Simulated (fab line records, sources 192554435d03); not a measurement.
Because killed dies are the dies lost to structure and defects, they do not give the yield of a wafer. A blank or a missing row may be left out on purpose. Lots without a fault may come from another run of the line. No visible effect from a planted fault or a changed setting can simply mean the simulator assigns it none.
Split-lot trial | flow n5Finfet | 21 wafers read across 7 lots, on a route 1938 steps long

== THE SPLIT ITSELF ==
At N5_BEOL_M4_ETCH_64 (etches SOC in N2/H2, target depth 75 nm, overetch 22.5 nm, time 121.9 s), the setting biasW was moved away from the recipe's 150 W on 5 of the 21 wafers read, by -15.8% to -12.8%. For the rest of the wafers, this setting stayed at what the recipe calls for.

Reading taken at the split's own step.

== THE READING ==
rfVppV, in V, at N5_BEOL_M4_ETCH_64 (etches SOC in N2/H2, target depth 75 nm, overetch 22.5 nm, time 121.9 s). Fault-free wafers of this fab line usually give 524.4 V, standard deviation 2.7 V.

wafer  | tool, chamber at the split | biasW as run, W | against the recipe | rfVppV, V | against lot-mates on the recipe
L074.2 | rieDiel-05, 3              | 150             | recipe             | 527.0     | -
L074.3 | rieDiel-05, 1              | 150             | recipe             | 523.9     | -
L074.5 | rieDiel-05, 1              | 150             | recipe             | 524.2     | -
L080.2 | rieDiel-05, 0              | 150             | recipe             | 523.1     | -
L080.5 | rieDiel-05, 1              | 150             | recipe             | 523.5     | -
L080.6 | rieDiel-05, 2              | 150             | recipe             | 520.6     | -
L082.1 | rieDiel-03, 1              | 150             | recipe             | 523.0     | -
L082.2 | rieDiel-03, 0              | 150             | recipe             | 529.4     | -
L082.5 | rieDiel-03, 2              | 150             | recipe             | 523.2     | -
L084.1 | rieDiel-03, 0              | 127.4           | -15.1%             | 476.3     | -46.3
L084.2 | rieDiel-03, 1              | 127.4           | -15.1%             | 471.1     | -51.5
L084.3 | rieDiel-03, 2              | 150             | recipe             | 522.6     | -
L087.1 | rieDiel-03, 1              | 150             | recipe             | 522.8     | -
L087.3 | rieDiel-03, 0              | 130.8           | -12.8%             | 483.8     | -39.0
L087.6 | rieDiel-03, 3              | 130.8           | -12.8%             | 477.4     | -45.4
L089.1 | rieDiel-05, 3              | 150             | recipe             | 526.5     | -
L089.4 | rieDiel-05, 1              | 150             | recipe             | 522.1     | -
L089.6 | rieDiel-05, 3              | 150             | recipe             | 526.9     | -
L092.1 | rieDiel-03, 2              | 150             | recipe             | 523.2     | -
L092.2 | rieDiel-03, 1              | 150             | recipe             | 522.0     | -
L092.4 | rieDiel-03, 0              | 126.3           | -15.8%             | 472.6     | -50.0

FIT RESULTS
A straight line over all 21 wafers: rfVppV changes by +3.33 V for each +1% of biasW; r = +0.99; the points scatter about the line by 2.5 V.
The same after taking each lot's own level away (the mean of its wafers on the recipe; 21 wafers): +3.24 V for each +1%; r = +0.99; scatter 2.2 V.
That fit puts the effect of the largest move of biasW on the reading at 51 V.
Across the lots, their own levels run from 522.40 to 525.20 V, a range of 1.0 times the standard deviation given above.
Consequently the slope shifts little with the lot-to-lot level, the two slopes agreeing.
Check: -51.6 V against its lot-mates is what the line predicts for one of the wafers moved furthest among these (-15.8%) when that wafer is left out of the fit. It came out at -50 V against them.
Tool readings at the split's step, against how far the setting was moved: rfVppV r = +0.99.

== OTHER SPLITS ON THESE WAFERS ==
Note: prior to the reading, these wafers also went through further splits. Each is held against what the fit with the lots' levels taken away leaves over:
other split on the same wafers  | wafers away from the commonest value | r with rfVppV (lot level and that fit taken away)
N5_BEOL_M0_SAQP_COAT_34 spinRpm | 5                                    | +0.15
N5_BEOL_M1_COAT_05 spinRpm      | 8                                    | +0.06
N5_BEOL_M1_EXPOSE_08 doseMj     | 4                                    | -0.03
N5_BEOL_M2_COAT_22 spinRpm      | 5                                    | -0.03
N5_BEOL_M3_HM_DEP_02 targetThkA | 6                                    | -0.17
N5_BEOL_M3_COAT_73 tempC        | 8                                    | +0.08
N5_BEOL_M4_COAT_05 spinRpm      | 7                                    | -0.04

== THE WHOLE CHAIN: every reading that the file lists as answering this split, in the file's order ==
step               | what it does                                                            | reading                                                                         | change (the file's fit)                | r (the file's)
N5_BEOL_M4_ETCH_64 | etches SOC in N2/H2, target depth 75 nm, overetch 22.5 nm, time 121.9 s | rfVppV                                                                          | +3.23 V for each +1% of the setting    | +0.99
N5_BEOL_M4_ETCH_64 | etches SOC in N2/H2, target depth 75 nm, overetch 22.5 nm, time 121.9 s | SiARC_of_BEOL_M4_COAT_62.thkNm (the simulator's own value, which no gauge read) | -0.0849 nm for each +1% of the setting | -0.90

== THE FILE'S OWN FIT ==
rfVppV changes by +3.23 V for each +1% of biasW, r = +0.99.
